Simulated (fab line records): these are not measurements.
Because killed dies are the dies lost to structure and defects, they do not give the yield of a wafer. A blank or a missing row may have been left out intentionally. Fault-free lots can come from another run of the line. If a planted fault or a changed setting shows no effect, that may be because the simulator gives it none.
Struck lot and sound lot, side by side | flow n5-finfet | 37 steps out of a route of 1938
Sound: the wafers L447.2, L447.3, L447.6. Struck: wafer L462.6 (left out: L462.3, L462.4 of the same lot, which were not struck); the cause appears at the end.
For every step that has rows: the tool of each side, followed by ch and its chambers, followed by its first start. Under that, the readings that differ: sound wafers | struck wafers | difference of the means | sigmas: that difference in standard deviations of wafers without a fault.
alike: a reading whose means differ by less than 2 such deviations, as well as words and numbers matching on both sides. not compared: withheld readings; readings where some wafer has no value; bounds like >300 that might hide an equal value; numbers whose values overlap and for which the record gives no deviation.
Wherever a step has rows on one side only, a row that says differs or no value, or a row with sigmas, the two part there. When numbers do not overlap yet have no deviation, they are printed without sigmas and do not part them. A reading that every wafer of one side lacks parts them only if that side has two wafers or more.

first, 10 steps without rows for these wafers: N5_DUMMY_GATE_ETCH_44 (etches poly-Si in HBr/O2, stops on SiO2, target depth 127.5 nm); N5_DUMMY_GATE_ETCH_42 (etches SiO2 in CHF3/O2, target depth 3.5 nm, time 31 s); N5_DUMMY_GATE_STRIP_48 (strips in N2/H2, time 20 s); N5_DUMMY_GATE_PRECLEAN_33 (cleans in dHF, time 10 s); N5_DUMMY_GATE_PRECLEAN_25 (cleans in O3/DIW, time 45 s); N5_DUMMY_GATE_PRECLEAN_51 (cleans in SC2, time 45 s); N5_DUMMY_GATE_SRD_26 (time 30 s); N5_DUMMY_GATE_UV_OZONE_45 (time 120 s); N5_SPACER0_ALD_07 (deposits SiNx, target thk 2 nm); N5_SPACER0_ALD_00 (deposits SiOCN, target thk 3.5 nm, pulse time 3 s, purge time 2 s).
N5_SPACER0_ALD_08: deposits SiNx, target thk 2 nm.
  sound on ald-sin-01 ch 1,2, day 3 14:37; struck on ald-sin-03 ch 0, day 7 12:40
  reading                                  | sound | struck | difference | sigmas
  model.SiNx_of_SPACER0_ALD_08.thk-nm (nm) | 2 2 2 | 1.4    | -0.6       |
  alike: heater-power-w
then, 18 steps without rows for these wafers: N5_SD_EPI_N_COAT_32 (time 60 s, resist thk 350 nm); N5_SD_EPI_N_COAT_33 (time 60 s, resist thk 35 nm); N5_SD_EPI_N_COAT_03 (resist thk 150 nm); N5_SD_EPI_N_EBR_05; N5_SD_EPI_N_SOFTBAKE_04 (time 60 s); N5_SD_EPI_N_EXPOSE_06 (exposes mask SD N BLK, target cd 120 nm); N5_SD_EPI_N_PEB_07 (peb time 60 s); N5_SD_EPI_N_DEVELOP_08 (develop time 30 s); N5_SD_EPI_N_DESCUM_14 (chemistry O2, time 7.9 s); N5_SD_EPI_N_ETCH_34 (etches SiARC in CF4, target depth 45.5 nm, time 75.8 s); N5_SD_EPI_N_ETCH_35 (etches SOC in N2/H2, overetch 108 nm, time 486 s); N5_SD_EPI_N_STRIP_36 (strips in N2/H2); N5_SD_EPI_N_ETCHBACK_44 (etches SiNx in CH3F/O2, stops on SiO2, target depth 14.5 nm); N5_SD_EPI_N_ETCH_45 (etches SiOCN in CH3F/O2, target depth 6 nm); N5_SD_EPI_N_ETCH_16 (etches SiO2 in CHF3/O2, target depth 5 nm); N5_SD_EPI_N_STRIP_47 (strips in CHF3/O2); N5_SD_EPI_N_SD_RECESS_17 (chemistry HBr/Cl2/O2, target depth 41 nm, time 23.7 s, bt time 3 s); N5_SD_EPI_N_STRIP_38 (strips in N2/H2).
N5_SD_EPI_N_WET_ETCH_43: etches SiO2 in dHF, time 14 s, target depth 1.5 nm.
  sound on wet-bench-01 ch 0,2,3, day 3 16:22; struck on wet-bench-06 ch 1, day 7 14:14
  reading                                  | sound       | struck | difference | sigmas
  model.SiNx_of_SPACER0_ALD_08.thk-nm (nm) | 1.6 1.6 1.6 | 0.8    | -0.8       |
then, 5 steps without rows for these wafers: N5_SD_EPI_N_STRIP_18 (strips in SPM, time 750 s); N5_SD_EPI_N_SRD_20 (time 30 s); N5_SD_EPI_N_PRECLEAN_48 (cleans in NF3:NH3, afs cycles 2, time 20 s, sublimation time 60 s); N5_SD_EPI_N_VAPOR_ETCH_50 (etches Si in HCl, time 54 s); N5_SD_EPI_N_EPI_21 (deposits Si:P, time 690 s).
-- here the record skips 5 days between the struck wafers' starts before and after, leaving off in module SD_EPI_N and picking up in module BEOL_M4 (first step shown: number 1111 of the route) --
N5_BEOL_M4_RC_MEAS_101:
  sound on prober-01 ch 0, day 9 02:55; struck on prober-02 ch 0, day 12 19:09
  reading            | sound                | struck | difference | sigmas
  DIBL_N (mV/V)      | 35.8 34.7 35.6       | 40.4   | +5.0       | +4
  DIBL_P (mV/V)      | 38.1 36.0 36.7       | 41.3   | +4.4       | +3
  IOFF_N (nA/um)     | 0.168 0.141 0.156    | 0.276  | +0.121     | +6
  IOFF_N_85C (nA/um) | 3.2 2.7 2.9          | 4.9    | +2.0       | +6
  IOFF_N_LIN (nA/um) | 0.075 0.065 0.070    | 0.119  | +0.049     | +7
  IOFF_P (nA/um)     | 0.214 0.180 0.194    | 0.350  | +0.154     | +6
  IOFF_P_85C (nA/um) | 3.7 3.2 3.4          | 5.6    | +2.2       | +6
  IOFF_P_LIN (nA/um) | 0.098 0.087 0.091    | 0.147  | +0.055     | +6
  ION_N (uA/um)      | 678 669 668          | 707    | +35        | +4
  ION_P (uA/um)      | 462 455 455          | 478    | +21        | +4
  REXT_N (ohm.um)    | 76.6 75.4 75.4       | 71.7   | -4.1       | -3
  REXT_P (ohm.um)    | 99.6 99.2 99.4       | 94.4   | -5.0       | -2
  SS_N (mV/dec)      | 71.2 70.6 72.1       | 72.5   | +1.2       | +3
  VT_N (mV)          | 247.9 251.3 250.0    | 238.3  | -11.4      | -5
  VT_P (mV)          | -252.2 -251.2 -253.7 | -242.4 | +10.0      | +4
  alike: SS_P
-- here the record skips 4 days between the struck wafers' starts before and after, leaving off in module BEOL_M4 and picking up in module PASSIVATION (first step shown: number 1936 of the route) --
N5_PASSIVATION_PROBE_49:
  sound: prober-02 at day 13 11:44; struck: prober-02 at day 16 23:56
  reading                | sound | struck | difference | sigmas
  sort_bin_4_leakage (%) | 0 0 0 | 0.08   | +0.08      |
  alike: defect-limited-yield, killed_at_M0_to_M3, killed_at_M4_up, killed-at-contacts, killed-at-front-end, killed-at-other, killed-dies, killed-open, killed-short, sort_bin_5_function, sort_bin_6_memory, sort-n-pass, sort-yield-pct

## WHERE THEY PART
At N5_BEOL_M4_RC_MEAS_101 and nowhere else, as far as this record goes. Later steps at which nothing parts them and some readings are alike: N5_PASSIVATION_PROBE_49.

WHY: what had been put in by the simulator
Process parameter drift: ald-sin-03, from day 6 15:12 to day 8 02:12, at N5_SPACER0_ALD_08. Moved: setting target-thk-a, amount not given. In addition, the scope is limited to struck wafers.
